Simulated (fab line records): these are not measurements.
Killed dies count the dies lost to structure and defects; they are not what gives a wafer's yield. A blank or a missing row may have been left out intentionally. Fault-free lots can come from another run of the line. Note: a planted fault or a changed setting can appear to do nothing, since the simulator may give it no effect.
fab line records / flow n5_finfet
record: lots: 4 wafers: 8 last_day: 17
route steps=1938 shown FIN_SAQP@119 BEOL_M4@1111 PASSIVATION@1936
lots with no fault: from the same line, run without faults
start_h: hours from the record's first day to the start of the lot's first wafer shown / wait_h: time in hours since the lot's previous step / " repeats the value in the row above / L1.1+2: a single row standing in for several wafers / - no value, or no start was given / * or withheld: withheld / < > ~ a bound
route shown NAME@n: names a module that has steps shown in the file, with the first one's number in the route / usual: mean/standard deviation of fault-free wafers / same: alike in all rows / chamber/n: place in a boat / sites: readings site by site / _std_site: the standard deviation of these / _edge_site: the outer-site mean with the inner-site mean subtracted / radius_mm: how far each site lies from the wafer's centre / mask NAME#n: copy n / behind: the most recent tool/chamber to have shaped the wafer / hold: cause of the lot's hold/its duration in hours/its outcome / device: transistor that didn't switch, given as n, p or np / end of line: tests run on the same wafers once the route is complete / a step given without rows: its recipe and nothing more / killed: at the first sort, the dies lost to defects and structure; wafer yield is something else / map: per-die view of a wafer (x killed, . not killed, _ where there is no die)
set.NAME: setting as actually run; set.NAME@STEP: the setting as run at that earlier step / model.NAME: the simulator's own value behind a step, which no gauge read
lots at some steps of the route; a table a step, a row a wafer
services: when a tool's chamber went out of use (start_h, in hours from the record's first day, below 0 if earlier), for how many hours, and the reason
== steps ==
step: N5_FIN_SAQP_STRIP_74
recipe: chemistry: CHF3/O2 resist: SiARC rf_frequency_hz: 6e+07
step: N5_FIN_SAQP_MANDREL_ETCH_22
recipe: target_depth_a: 600 chemistry: HBr/Cl2 target: a-Si stop_on: SiNx bt_time_s: 10 over_etch_frac: 0.5 time_s: 30 pressure_mtorr: 10 icp_w: 800 bias_w: 75 HBr_flow_sccm: 150 Cl2_flow_sccm: 80 ends: end_point
step: N5_FIN_SAQP_STRIP_55
recipe: chemistry: N2/H2 power_w: 500 temp_c: 40 pressure_mtorr: 50 rf_frequency_hz: 6e+07 overash_fraction: 0.3 bias_power_w: 28 h2_frac: 0.5 n2_flow_sccm: 300 h2_flow_sccm: 300
step: N5_FIN_SAQP_STRIP_23
recipe: chemistry: SPM time_s: 750 temp_c: 130 h2so4_h2o2_vol_ratio: 4
step: N5_FIN_SAQP_SRD_66
recipe: dry: ipa_marangoni time_s: 30 temp_c: 23 rinse_liquid: diw
step: N5_FIN_SAQP_RECESS_75
recipe: chemistry: HF/NH3 target: SiO2 target_depth_a: 144 afs_cycles: 3 temp_c: 30 sublimation_temp_c: 180 sublimation_time_s: 60
step: N5_FIN_SAQP_SPACER1_ALD_24
recipe: material: SiO2 target_thk_a: 203 temp_c: 300 ald_precursor_family: BDEAS ald_co_reactant: O2-plasma pulse_time_s: 1 purge_time_s: 2 co_reactant_purge_time_s: 2 ald_cycles: 218 pressure_torr: 2
step: N5_FIN_SAQP_SPACER1_ETCHBACK_25
recipe: chemistry: CHF3/O2 mode: anisotropic_etchback target: SiO2 target_depth_a: 244 time_s: 12.2 pressure_mtorr: 30 source_w: 650 bias_w: 170 Ar_flow_sccm: 200 CHF3_flow_sccm: 50 O2_flow_sccm: 5 ion_energy_ev: 200
step: N5_FIN_SAQP_MANDREL1_REMOVE_56
recipe: chemistry: HBr/Cl2/O2 bt_time_s: 10 target: a-Si stop_on: SiNx endpoint: OES-SiCl over_etch_frac: 1 icp_w: 600 bias_w: 22 HBr_flow_sccm: 150 Cl2_flow_sccm: 80 O2_flow_sccm: 5 pressure_mtorr: 10
step: N5_FIN_SAQP_ETCH_57
recipe: chemistry: CH3F/O2 target: SiNx mask_material: SiO2 target_depth_a: 325 time_s: 46.4 pressure_mtorr: 30 source_w: 395 bias_w: 73 Ar_flow_sccm: 150 CH3F_flow_sccm: 30 O2_flow_sccm: 20 ion_energy_ev: 120 ends: cleared
step: N5_FIN_SAQP_ETCH_65
recipe: chemistry: CF4 target: SiO2 target_depth_a: 40 ion_energy_ev: 350 time_s: 4.4 pressure_mtorr: 10 icp_w: 800 bias_w: 400 cf4_flow_sccm: 80
step: N5_FIN_SAQP_MANDREL_ETCH_58
recipe: chemistry: HBr/Cl2 target: a-Si target_depth_a: 450 bt_time_s: 10 stop_on: SiNx mask_material: SiO2 over_etch_frac: 0.8 time_s: 27 pressure_mtorr: 10 icp_w: 800 bias_w: 75 HBr_flow_sccm: 150 Cl2_flow_sccm: 80 ends: end_point
usual: drypump_motor_current_A: 5.8/0.46 oes_product_au: 0.693/0.014 rf_fwd_power_W: 794.8/2.6 throttle_valve_pct: 35.71/0.28
lot.wafer=L580.5 tool=rie_si-02 chamber=3 start_h=61.15 wait_h=0.0 drypump_motor_current_A=5.7 oes_product_au=0.678 rf_fwd_power_W=795.8 rf_hours_counter_h=- throttle_valve_pct=35.84 model.etch.depth_nm=44.83
lot.wafer=L581.4 tool=rie_si-02 chamber=3 start_h=68.58 wait_h=0.0 drypump_motor_current_A=5.7 oes_product_au=0.680 rf_fwd_power_W=798.0 rf_hours_counter_h=- throttle_valve_pct=35.81 model.etch.depth_nm=44.71
lot.wafer=L595.1 tool=rie_si-02 chamber=3 start_h=150.31 wait_h=0.0 drypump_motor_current_A=5.7 oes_product_au=0.671 rf_fwd_power_W=794.8 rf_hours_counter_h=57 throttle_valve_pct=35.84 model.etch.depth_nm=43.89
lot.wafer=L595.4 tool=rie_si-02 chamber=1 start_h=150.31 wait_h=0.0 drypump_motor_current_A=6.3 oes_product_au=0.693 rf_fwd_power_W=795.3 rf_hours_counter_h=34 throttle_valve_pct=35.55 model.etch.depth_nm=44.52
lot.wafer=L595.6 tool=rie_si-02 chamber=2 start_h=150.31 wait_h=0.0 drypump_motor_current_A=6.1 oes_product_au=0.706 rf_fwd_power_W=790.4 rf_hours_counter_h=- throttle_valve_pct=35.54 model.etch.depth_nm=45.04
lot.wafer=L597.2 tool=rie_si-01 chamber=2 start_h=162.51 wait_h=0.0 drypump_motor_current_A=5.4 oes_product_au=0.682 rf_fwd_power_W=793.3 rf_hours_counter_h=103 throttle_valve_pct=35.52 model.etch.depth_nm=45.05
lot.wafer=L597.4 tool=rie_si-01 chamber=0 start_h=162.51 wait_h=0.0 drypump_motor_current_A=5.1 oes_product_au=0.678 rf_fwd_power_W=800.0 rf_hours_counter_h=97 throttle_valve_pct=35.51 model.etch.depth_nm=45.43
lot.wafer=L597.6 tool=rie_si-01 chamber=2 start_h=162.51 wait_h=0.0 drypump_motor_current_A=5.4 oes_product_au=0.690 rf_fwd_power_W=791.8 rf_hours_counter_h=- throttle_valve_pct=35.51 model.etch.depth_nm=45.38
step: N5_FIN_SAQP_RECESS_63
recipe: chemistry: HF/NH3 target: SiO2 target_depth_a: 180 afs_cycles: 3 temp_c: 30 sublimation_temp_c: 180 sublimation_time_s: 60
step: N5_FIN_SAQP_COAT_68
recipe: resist: SOC temp_c: 250 time_s: 60 spin_rpm: 1500 resist_thk_nm: 100
step: N5_FIN_SAQP_ETCH_69
recipe: chemistry: N2/H2 target: SOC target_depth_a: 1500 stop_on: SiNx ion_energy_ev: 100 bias_w: 61 pressure_mtorr: 30 source_w: 850 n2_flow_sccm: 200 h2_flow_sccm: 200
usual: drypump_motor_current_A: 5.8/0.47 oes_product_au: 0.79/0.064 rf_fwd_power_W: 843/3.1 rf_vpp_V: 241.1/1.1 showerhead_plenum_p_Torr: 2.59/0.058 throttle_valve_pct: 17.86/0.2
lot.wafer=L580.5 tool=rie_diel-02 chamber=0 start_h=61.77 wait_h=- drypump_motor_current_A=6.5 oes_product_au=0.37 rf_fwd_power_W=845 rf_hours_counter_h=- rf_vpp_V=242.9 showerhead_plenum_p_Torr=2.73 throttle_valve_pct=17.85
lot.wafer=L581.4 tool=rie_diel-06 chamber=3 start_h=69.08 wait_h=- drypump_motor_current_A=5.7 oes_product_au=0.43 rf_fwd_power_W=851 rf_hours_counter_h=50 rf_vpp_V=240.6 showerhead_plenum_p_Torr=2.58 throttle_valve_pct=17.81
lot.wafer=L595.1 tool=rie_diel-02 chamber=0 start_h=150.92 wait_h=- drypump_motor_current_A=6.6 oes_product_au=0.86 rf_fwd_power_W=841 rf_hours_counter_h=48 rf_vpp_V=241.2 showerhead_plenum_p_Torr=2.71 throttle_valve_pct=17.95
lot.wafer=L595.4 tool=rie_diel-02 chamber=1 start_h=150.92 wait_h=- drypump_motor_current_A=6.3 oes_product_au=0.69 rf_fwd_power_W=845 rf_hours_counter_h=217 rf_vpp_V=239.9 showerhead_plenum_p_Torr=2.52 throttle_valve_pct=17.72
lot.wafer=L595.6 tool=rie_diel-02 chamber=1 start_h=150.92 wait_h=- drypump_motor_current_A=6.3 oes_product_au=0.70 rf_fwd_power_W=846 rf_hours_counter_h=- rf_vpp_V=242.0 showerhead_plenum_p_Torr=2.52 throttle_valve_pct=17.71
lot.wafer=L597.2 tool=rie_diel-06 chamber=3 start_h=163.07 wait_h=- drypump_motor_current_A=5.7 oes_product_au=0.82 rf_fwd_power_W=846 rf_hours_counter_h=83 rf_vpp_V=240.3 showerhead_plenum_p_Torr=2.56 throttle_valve_pct=17.91
lot.wafer=L597.4 tool=rie_diel-06 chamber=0 start_h=163.07 wait_h=- drypump_motor_current_A=6.4 oes_product_au=0.70 rf_fwd_power_W=839 rf_hours_counter_h=- rf_vpp_V=241.0 showerhead_plenum_p_Torr=2.52 throttle_valve_pct=18.25
lot.wafer=L597.6 tool=rie_diel-06 chamber=2 start_h=163.07 wait_h=- drypump_motor_current_A=5.5 oes_product_au=0.77 rf_fwd_power_W=845 rf_hours_counter_h=- rf_vpp_V=241.6 showerhead_plenum_p_Torr=2.56 throttle_valve_pct=17.76
step: N5_FIN_SAQP_STRIP_70
recipe: chemistry: N2/H2 power_w: 500 temp_c: 40 pressure_mtorr: 50 rf_frequency_hz: 6e+07 overash_fraction: 0.3 bias_power_w: 28 h2_frac: 0.5 n2_flow_sccm: 300 h2_flow_sccm: 300
step: N5_FIN_SAQP_RECESS_71
recipe: chemistry: HF/NH3 target: SiO2 target_depth_a: 30 afs_cycles: 1 temp_c: 30 sublimation_temp_c: 180 sublimation_time_s: 60
step: N5_FIN_SAQP_SPACER2_ALD_28
recipe: material: SiO2 target_thk_a: 81 temp_c: 300 ald_precursor_family: BDEAS ald_co_reactant: O2-plasma pulse_time_s: 1 purge_time_s: 2 co_reactant_purge_time_s: 2 pressure_torr: 2
step: N5_FIN_SAQP_SPACER2_ETCHBACK_29
recipe: chemistry: CHF3/O2 mode: anisotropic_etchback target: SiO2 target_depth_a: 122 time_s: 6.1 pressure_mtorr: 30 source_w: 650 bias_w: 170 Ar_flow_sccm: 200 CHF3_flow_sccm: 50 O2_flow_sccm: 5 ion_energy_ev: 200
usual: drypump_motor_current_A: 5.8/0.51 oes_product_au: 0.80/0.068 rf_fwd_power_W: 645.2/2.3 rf_vpp_V: 521/11 showerhead_plenum_p_Torr: 2.46/0.047 throttle_valve_pct: 18.93/0.23
lot.wafer=L580.5 tool=rie_diel-02 chamber=0 start_h=62.42 wait_h=0.1 drypump_motor_current_A=6.5 oes_product_au=0.37 rf_fwd_power_W=641.8 rf_hours_counter_h=- rf_vpp_V=520 showerhead_plenum_p_Torr=2.55 throttle_valve_pct=18.69
lot.wafer=L581.4 tool=rie_diel-02 chamber=2 start_h=69.71 wait_h=0.2 drypump_motor_current_A=5.1 oes_product_au=0.36 rf_fwd_power_W=646.8 rf_hours_counter_h=157 rf_vpp_V=512 showerhead_plenum_p_Torr=2.43 throttle_valve_pct=19.27
lot.wafer=L595.1 tool=rie_diel-05 chamber=3 start_h=151.68 wait_h=0.2 drypump_motor_current_A=5.5 oes_product_au=0.84 rf_fwd_power_W=647.3 rf_hours_counter_h=79 rf_vpp_V=516 showerhead_plenum_p_Torr=2.52 throttle_valve_pct=18.60
lot.wafer=L595.4 tool=rie_diel-05 chamber=0 start_h=151.68 wait_h=0.2 drypump_motor_current_A=5.5 oes_product_au=0.79 rf_fwd_power_W=645.0 rf_hours_counter_h=106 rf_vpp_V=534 showerhead_plenum_p_Torr=2.44 throttle_valve_pct=19.21
lot.wafer=L595.6 tool=rie_diel-05 chamber=2 start_h=151.68 wait_h=0.2 drypump_motor_current_A=4.9 oes_product_au=0.75 rf_fwd_power_W=643.0 rf_hours_counter_h=- rf_vpp_V=535 showerhead_plenum_p_Torr=2.49 throttle_valve_pct=18.62
lot.wafer=L597.2 tool=rie_diel-06 chamber=3 start_h=163.72 wait_h=0.2 drypump_motor_current_A=5.7 oes_product_au=0.83 rf_fwd_power_W=645.7 rf_hours_counter_h=84 rf_vpp_V=529 showerhead_plenum_p_Torr=2.45 throttle_valve_pct=19.08
lot.wafer=L597.4 tool=rie_diel-06 chamber=3 start_h=163.72 wait_h=0.2 drypump_motor_current_A=5.7 oes_product_au=0.83 rf_fwd_power_W=647.7 rf_hours_counter_h=- rf_vpp_V=531 showerhead_plenum_p_Torr=2.45 throttle_valve_pct=19.09
lot.wafer=L597.6 tool=rie_diel-06 chamber=0 start_h=163.72 wait_h=0.2 drypump_motor_current_A=6.4 oes_product_au=0.70 rf_fwd_power_W=647.2 rf_hours_counter_h=- rf_vpp_V=507 showerhead_plenum_p_Torr=2.39 throttle_valve_pct=19.23
step: N5_FIN_SAQP_MANDREL2_REMOVE_60
recipe: chemistry: HBr/Cl2/O2 bt_time_s: 10 target: a-Si stop_on: SiNx endpoint: OES-SiCl over_etch_frac: 1 icp_w: 600 bias_w: 22 HBr_flow_sccm: 150 Cl2_flow_sccm: 80 O2_flow_sccm: 5 pressure_mtorr: 10
step: N5_FIN_SAQP_HM_OPEN_33
recipe: chemistry: CH3F/O2 target: SiNx mask_material: SiO2 target_depth_a: 494 time_s: 70.6 pressure_mtorr: 30 source_w: 395 bias_w: 73 Ar_flow_sccm: 150 CH3F_flow_sccm: 30 O2_flow_sccm: 20 ion_energy_ev: 120 ends: cleared
step: N5_FIN_SAQP_ETCH_34
recipe: chemistry: C4F6/O2 target: SiO2 target_depth_a: 450 time_s: 15 ion_energy_ev: 250 pressure_mtorr: 30 source_w: 345 bias_w: 185 Ar_flow_sccm: 300 C4F6_flow_sccm: 10 O2_flow_sccm: 10 ends: cleared
step: N5_FIN_SAQP_STRIP_77
recipe: chemistry: N2/H2 time_s: 90 power_w: 100 temp_c: 40 pressure_mtorr: 100 rf_frequency_hz: 6e+07 bias_power_w: 3 n2_flow_sccm: 300 h2_flow_sccm: 300
step: N5_FIN_SAQP_ETCH_64
recipe: chemistry: CF4 target: SiO2 target_depth_a: 15 ion_energy_ev: 350 pressure_mtorr: 10 icp_w: 800 bias_w: 400 cf4_flow_sccm: 80
step: N5_FIN_SAQP_FIN_ETCH_36
recipe: chemistry: HBr/Cl2/O2 target_depth_a: 1200 mask_material: SiNx time_s: 50.4 bias_w: 102 pressure_mtorr: 10 icp_w: 800 HBr_flow_sccm: 150 Cl2_flow_sccm: 80 O2_flow_sccm: 12
step: N5_FIN_SAQP_PRECLEAN_38
recipe: chemistry: O3/DIW time_s: 45 temp_c: 22 o3_ppm: 10
step: N5_FIN_SAQP_PRECLEAN_45
recipe: chemistry: dHF time_s: 10 dilution: 500:1 temp_c: 25
step: N5_FIN_SAQP_SRD_39
recipe: dry: ipa_marangoni time_s: 30 temp_c: 23 rinse_liquid: diw
step: N5_FIN_SAQP_INSPECT_40
recipe: inspect_instrument: brightfield mode: aei
usual: raw_defect_count: 252/75
lot.wafer=L580.5 tool=defect_inspect-01 chamber=- start_h=63.25 wait_h=0.0 raw_defect_count=1915
lot.wafer=L581.4 tool=defect_inspect-02 chamber=- start_h=70.51 wait_h=0.0 raw_defect_count=1660
lot.wafer=L595.1 tool=defect_inspect-02 chamber=- start_h=152.46 wait_h=0.0 raw_defect_count=194
lot.wafer=L595.4 tool=defect_inspect-02 chamber=- start_h=152.46 wait_h=0.0 raw_defect_count=170
lot.wafer=L595.6 tool=defect_inspect-02 chamber=- start_h=152.46 wait_h=0.0 raw_defect_count=148
lot.wafer=L597.2 tool=defect_inspect-02 chamber=- start_h=164.51 wait_h=0.0 raw_defect_count=135
lot.wafer=L597.4 tool=defect_inspect-02 chamber=- start_h=164.51 wait_h=0.0 raw_defect_count=131
lot.wafer=L597.6 tool=defect_inspect-02 chamber=- start_h=164.51 wait_h=0.0 raw_defect_count=181
step: N5_BEOL_M4_RC_MEAS_101
usual: DIBL_N: 35.9/1.6 DIBL_P: 35.6/2.1 IOFF_N: 0.149/0.029 IOFF_P: 0.20/0.033 ION_N: 671/11 ION_P: 460/7.3 SS_N: 71.4/0.62 SS_P: 73.2/0.65 VT_N: 251/3.1 VT_P: -251/3.4
lot.wafer=L595.1 tool=prober-02 chamber=0 start_h=288.83 wait_h=0.0 DIBL_N[mV/V]=36.2 DIBL_P[mV/V]=35.5 IOFF_N[nA/um]=0.185 IOFF_P[nA/um]=0.22 ION_N[uA/um]=677 ION_P[uA/um]=463 SS_N[mV/dec]=71.8 SS_P[mV/dec]=74.1 VT_N[mV]=248 VT_P[mV]=-250
lot.wafer=L595.4 tool=prober-02 chamber=0 start_h=288.83 wait_h=0.0 DIBL_N[mV/V]=38.2 DIBL_P[mV/V]=38.7 IOFF_N[nA/um]=0.225 IOFF_P[nA/um]=0.28 ION_N[uA/um]=694 ION_P[uA/um]=476 SS_N[mV/dec]=71.9 SS_P[mV/dec]=74.4 VT_N[mV]=244 VT_P[mV]=-247
lot.wafer=L595.6 tool=prober-02 chamber=0 start_h=288.83 wait_h=0.0 DIBL_N[mV/V]=38.2 DIBL_P[mV/V]=38.4 IOFF_N[nA/um]=0.237 IOFF_P[nA/um]=0.28 ION_N[uA/um]=687 ION_P[uA/um]=464 SS_N[mV/dec]=72.3 SS_P[mV/dec]=75.4 VT_N[mV]=243 VT_P[mV]=-249
lot.wafer=L597.2 tool=prober-02 chamber=0 start_h=303.91 wait_h=0.2 DIBL_N[mV/V]=39.4 DIBL_P[mV/V]=39.3 IOFF_N[nA/um]=0.237 IOFF_P[nA/um]=0.26 ION_N[uA/um]=691 ION_P[uA/um]=466 SS_N[mV/dec]=73.0 SS_P[mV/dec]=74.6 VT_N[mV]=247 VT_P[mV]=-247
lot.wafer=L597.4 tool=prober-02 chamber=0 start_h=303.91 wait_h=0.2 DIBL_N[mV/V]=33.0 DIBL_P[mV/V]=32.5 IOFF_N[nA/um]=0.124 IOFF_P[nA/um]=0.16 ION_N[uA/um]=677 ION_P[uA/um]=458 SS_N[mV/dec]=70.6 SS_P[mV/dec]=72.5 VT_N[mV]=251 VT_P[mV]=-251
lot.wafer=L597.6 tool=prober-02 chamber=0 start_h=303.91 wait_h=0.2 DIBL_N[mV/V]=36.5 DIBL_P[mV/V]=35.8 IOFF_N[nA/um]=0.169 IOFF_P[nA/um]=0.20 ION_N[uA/um]=688 ION_P[uA/um]=464 SS_N[mV/dec]=71.6 SS_P[mV/dec]=73.4 VT_N[mV]=249 VT_P[mV]=-251
step: N5_PASSIVATION_PROBE_49
usual: defect_limited_yield: 90.9/1.5 killed_at_M0_to_M3: 36/9.9 killed_at_M4_up: 13/4.5 killed_at_contacts: 13/6.4 killed_at_front_end: 42/12 killed_at_other: 3.4/3 killed_dies: 107/18 killed_on_rim: 14/4.3 killed_open: 69/13 killed_short: 35/8.2 sort_bin_5_function: 5.3/1.1 sort_bin_6_memory: 3.4/0.69 sort_n_pass: 1073/18 sort_yield_pct: 90.9/1.5
same: gross_dies: 1180 killed_at_back_side: 0 sort_bin_4_leakage[%]: 0 sort_bin_8_speed[%]: 0
lot.wafer=L580.5 tool=prober-02 chamber=- start_h=306.19 wait_h=0.2 defect_limited_yield[%]=4.9 killed_at_M0_to_M3=22 killed_at_M4_up=12 killed_at_contacts=10 killed_at_front_end=1074 killed_at_other=4 killed_dies=1122 killed_on_rim=123 killed_open=66 killed_short=33 sort_bin_5_function[%]=91.7 sort_bin_6_memory[%]=3.2 sort_n_pass=58 sort_yield_pct[%]=4.9
lot.wafer=L581.4 tool=prober-02 chamber=- start_h=308.13 wait_h=0.2 defect_limited_yield[%]=11.1 killed_at_M0_to_M3=26 killed_at_M4_up=16 killed_at_contacts=20 killed_at_front_end=986 killed_at_other=1 killed_dies=1049 killed_on_rim=112 killed_open=94 killed_short=40 sort_bin_5_function[%]=84.8 sort_bin_6_memory[%]=3.8 sort_n_pass=131 sort_yield_pct[%]=11.1
lot.wafer=L595.1 tool=prober-01 chamber=- start_h=391.63 wait_h=0.0 defect_limited_yield[%]=88.6 killed_at_M0_to_M3=37 killed_at_M4_up=19 killed_at_contacts=14 killed_at_front_end=60 killed_at_other=5 killed_dies=135 killed_on_rim=16 killed_open=93 killed_short=37 sort_bin_5_function[%]=6.5 sort_bin_6_memory[%]=4.7 sort_n_pass=1045 sort_yield_pct[%]=88.6
lot.wafer=L595.4 tool=prober-01 chamber=- start_h=391.78 wait_h=0.2 defect_limited_yield[%]=93.9 killed_at_M0_to_M3=23 killed_at_M4_up=19 killed_at_contacts=5 killed_at_front_end=24 killed_at_other=1 killed_dies=72 killed_on_rim=10 killed_open=44 killed_short=26 sort_bin_5_function[%]=3.6 sort_bin_6_memory[%]=2.4 sort_n_pass=1108 sort_yield_pct[%]=93.9
lot.wafer=L595.6 tool=prober-01 chamber=- start_h=391.88 wait_h=0.3 defect_limited_yield[%]=93.2 killed_at_M0_to_M3=22 killed_at_M4_up=17 killed_at_contacts=9 killed_at_front_end=30 killed_at_other=2 killed_dies=80 killed_on_rim=9 killed_open=48 killed_short=31 sort_bin_5_function[%]=4.2 sort_bin_6_memory[%]=2.3 sort_n_pass=1100 sort_yield_pct[%]=93.2
killed by level:class
L580.5 FIN_SAQP:area_etch=1023 FIN_SAQP:geometric_particle:open=16 FIN_SAQP:geometric_particle:short=8 DUMMY_GATE:geometric_particle:open=8 MOL_CONTACT_COAG:geometric_particle:open=8 BEOL_M3:geometric_particle:open=5 STI_FIN_REVEAL:geometric_particle:open=5 BEOL_M0_SAQP:geometric_particle:short=5
L581.4 FIN_SAQP:area_etch=913 FIN_SAQP:geometric_particle:open=18 MOL_CONTACT_COAG:geometric_particle:open=15 FIN_SAQP:geometric_particle:short=13 STI_FIN_REVEAL:geometric_particle:open=12 DUMMY_GATE:geometric_particle:open=11 BEOL_M2:geometric_particle:open=9 BEOL_M4:geometric_particle:open=6
L595.1 FIN_SAQP:geometric_particle:open=27 FIN_SAQP:geometric_particle:short=19 BEOL_M3:geometric_particle:open=15 MOL_CONTACT_COAG:geometric_particle:open=12 BEOL_M4:geometric_particle:open=11 BEOL_M2:geometric_particle:open=7 BEOL_M0_SAQP:geometric_particle:open=4 BEOL_M3:geometric_particle:short=4
L595.4 BEOL_M4:geometric_particle:open=9 FIN_SAQP:geometric_particle:open=8 BEOL_M0_SAQP:geometric_particle:open=6 BEOL_M0_SAQP:geometric_particle:short=6 FIN_SAQP:geometric_particle:short=5 BEOL_M5:geometric_particle:open=4 DUMMY_GATE:geometric_particle:open=3 MOL_CONTACT_COAG:geometric_particle:open=3
L595.6 FIN_SAQP:geometric_particle:short=11 BEOL_M4:geometric_particle:open=8 FIN_SAQP:geometric_particle:open=7 MOL_CONTACT_COAG:geometric_particle:open=7 BEOL_M2:geometric_particle:open=6 DUMMY_GATE:geometric_particle:open=4 BEOL_M0_SAQP:geometric_particle:open=4 BEOL_M3:geometric_particle:short=4
map L580.5 (x killed, . not)
_________________.xxx.x..xx.x________________
______________xx..xxxx.xx.xxxxxx_____________
___________x.xxxxxx..xxx..x.xx.x..x__________
__________xxxxxxxxxxxxxxxxxxxx.xxxxx_________
________xx..xxxxxxxxxxx.xx.xx.xxxxx.xx_______
_______x.xxxxxxxxxxxxxx.xxx.xxxxxxxx.xx______
______xx.xxxxxxxxxxxxxxxxxxxx..xxxxxxxxx_____
_____xxxxxxxxxxxxxxxxxxxxxxxxxxxxxxxxxxxx____
____xxxxxxxxxxxxxxxxxxxxxxxxxxxxxxxxxxxxxx___
___xxxxxxxxxxxxxxxxxxxxxxxxxxxxxxxxxxxxxxx.__
___xxxxxxxxxxxxxxxxxxxxxxxxxxxxxxxxxxxxxxx.__
__xxxxxxxxxxxxxxxxxxxxxxxxxxxxxxxxxxxxxxx..x_
__xxxxxxxxxxxxxxxxxxxxxxxxxxxxxxxxxxxxxxxxx._
_xxxxxxxxxxxxxxxxxxxxxxxxxxxxxxxxxxxxxxxxxxx.
_xxxxxxxxxxxxxxxxxxxxxxxxxxxxxxxxxxxxxxxxx.xx
_xxxxxxxxxxxxxxxxxxxxxxxxxxxxxxxxxxxxxxxxxxxx
_xxxxxxxxxxxxxxxxxxxxxxxxxxxxxxxxxxxxxxxxxxxx
_xxxxxxxxxxxxxxxxxxxxxxxxxxxxxxxxxxxxxxxxxxxx
_xxxxxxxxxxxxxxxxxxxxxxxxxxxxxxxxxxxxxxxxxxx.
_xxxxxxxxxxxxxxxxxxxxxxxxxxxxxxxxxxxxxxxxxx.x
_xxxxxxxxxxxxxxxxxxxxxxxxxxxxxxxxxxxxxxxxxxxx
__xxxxxxxxxxxxxxxxxxxxxxxxxxxxxxxxxxxxxxxxxx_
__x.xxxxxxxxxxxxxxxxxxxxxxxxxxxxxxxxxxxxxxx._
___xxxxxxxxxxxxxxxxxxxxxxxxxxxxxxxxxxxx.xxx__
___xxxxxxxxxxxxxxxxxxxxxxxxxxxxxxxxxxxxx..x__
____xxxxxxxxxxxxxxxxxxxxxxxxxxxxxxxxxxxxxx___
_____xxxxxxxxxxxxxxxxxxxxxxxxxxxxxxxxxxxx____
______xxxxxxxxxxxxxxxxxxxxxxxxxxxxxxx.xx_____
_______xxxxxxxxxxxxxxxxxxxxxxxxxxxxxxxx______
________xxxxx.xxxxxxxxxxxxxxxxxxxxxxxx_______
__________xxxxxx.xxxxxxxxxxxxxxxx.xx_________
___________x.xxxxxxxxxxxxxxxxxxx..x__________
______________xxx.xxxxxx.xxxxxxx_____________
_________________..xxxxxxx.xx________________
map L581.4 (x killed, . not)
_________________x.xx..xx.xxx________________
______________x.xx..xxxxxx.x...x_____________
___________.x.xxxxx.xxx...x...xx...__________
__________x.x..xxxxx.xxxxx.xxxx.x..._________
________xx.xxx.xx.xxxxxxxx.xxxxxxxx..._______
_______..xxxxxxxxxx.xxxxxx.xxxxx.xx.xxx______
______xxxxxxxxx.xxxxxx.xxxxxxxxxxxx.xxx._____
_____xxxxxxxxxx.xxxxxxxxxxxxx.xxxxx.x.x.x____
____xxxxxxxxxxxxxxxxxxxxxxxxx.xxxxx.xxxxx.___
___xxxxxxxxxxxxxxxxxxxxxxxxxx.xxxxxxxxxxxxx__
___xxxxxxxxxxxxxxxxxxxxxxx.xxxxxxxxxxxxxxx.__
__xxxxxxxx.xx.xxxxxxxxxxxxxxxxxxxxxxxxxxxx.._
__xxxxxxxxxxxxxxxxxxxxxxxxxxxxxxxxxx.xxx.x.._
_xxxxxxxxxxxxxxxxxxxxxxxxxxxxxxxxxxxxxxx..x..
_xxxxxxxxxxxxxxxxxxxxxxxxxxxxxxxxxxxxxx.xx...
_xxxxxxxxxxxxxxxxxx.x.xxxxxxxxxxxxxxxx....x..
_xxxxxxxxxxxxxx..xxxxxxxxxxxxxxxxxxxxx.xxx...
_xxxxxxxxxxxxxxxxxxxxx.xxxxxxxxxxxxxxxxxxxxxx
_xxxxxxxxxxxxxxxxxxxxxxxxxxxxxxxxxxxxx.x.x.xx
_xxxxxxxxxxxxxxxxxxxxxxxxxxxxxxxxxxxxxxxxxxxx
_xxxxxxxxxxxxxxxxxxxxx.xxxxxxx.xxxxxxxxxxxxxx
__xxxxxxxxxxxxxxxxxxxxxxxxxxxxxxxxxxxxxxxxxx_
__xxxxxxxxxxxxxxxxxxxxxxxxxxxxxxxxxxxxxxxx.x_
___xxxxxxxxxx.xxxxxxxxxxxxxxxxxxxxxxxx.xx..__
___xxxxxxxxxxx....xxx..x.xxxxxxxxxxxxxxxxxx__
____xxxxx.xxxxxx.xxxxxxxxxxxxxxxxxxxxxx.x.___
_____xxxxxxxxxxxxxxxxxxxxxxxxxxxxxxxxxxxx____
______xxxxxx.xx.x.xxxxx.xxxxxxxxxxxxxxxx_____
_______xxxxxxxxxxxxxxx.xxxxxxxxxxxxx.xx______
________.xxxxxxxxxxxx.xxx.xxxxxxxxxxx._______
__________xxxxxxxxxxxxxx.x.xxxx.xxxx_________
___________xxxxxxxxxxxx.xxx.xx.xxxx__________
______________xxxxxxxxxxx.x.xxxx_____________
_________________xxxxxxxxxxx.________________
== services ==
tool=rie_si-01 chamber=0 start_h=38.30 hours=12.5 kind=repair
tool=rie_diel-02 chamber=- start_h=41.23 hours=0.6 kind=repair
tool=rie_si-02 chamber=0 start_h=53.61 hours=35.2 kind=repair
tool=rie_diel-02 chamber=0 start_h=64.99 hours=3.1 kind=repair
tool=rie_si-01 chamber=2 start_h=72.24 hours=3.2 kind=repair
tool=rie_diel-06 chamber=3 start_h=91.74 hours=2.4 kind=repair
tool=rie_si-02 chamber=- start_h=109.18 hours=0.2 kind=repair
tool=rie_si-01 chamber=- start_h=153.26 hours=2.8 kind=pm
tool=rie_diel-02 chamber=- start_h=156.72 hours=16.8 kind=repair
tool=rie_diel-06 chamber=1 start_h=161.09 hours=4.9 kind=repair
== key ==
first_sign: step: N5_FIN_SAQP_ETCH_69 reading: oes_product_au direction: down sigmas: 6.1 usual: 0.79 struck: 0.40
effect: step: N5_FIN_SAQP_SPACER2_ETCHBACK_29 reading: oes_product_au direction: down sigmas: 6.3 usual: 0.80 struck: 0.37
effect: step: N5_FIN_SAQP_INSPECT_40 reading: raw_defect_count direction: up sigmas: 20 usual: 252 struck: 1788
effect: step: N5_PASSIVATION_PROBE_49 reading: killed_at_front_end direction: up sigmas: 83 usual: 42 struck: 1030
model_effect: step: N5_FIN_SAQP_MANDREL_ETCH_58 value: etch.depth_nm without: 46.25 struck: 44.77
more_kills_born_at: N5_FIN_SAQP_MANDREL_ETCH_58@rie_si-02: 1936
met_at N5_FIN_SAQP_MANDREL_ETCH_58
struck_wafers L580.5,L581.4
later_rows_left_out L580.5,L581.4
fault: kind: process_parameter_drift tool: rie_si-02 chamber: - onset_h: 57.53 steps: N5_FIN_SAQP_MANDREL_ETCH_58 channel: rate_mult offset: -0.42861 shape: step end_h: 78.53
later_rows_left_out: the simulator's readings of these wafers behind a module that went badly wrong aren't trusted and aren't shown, but for the sort
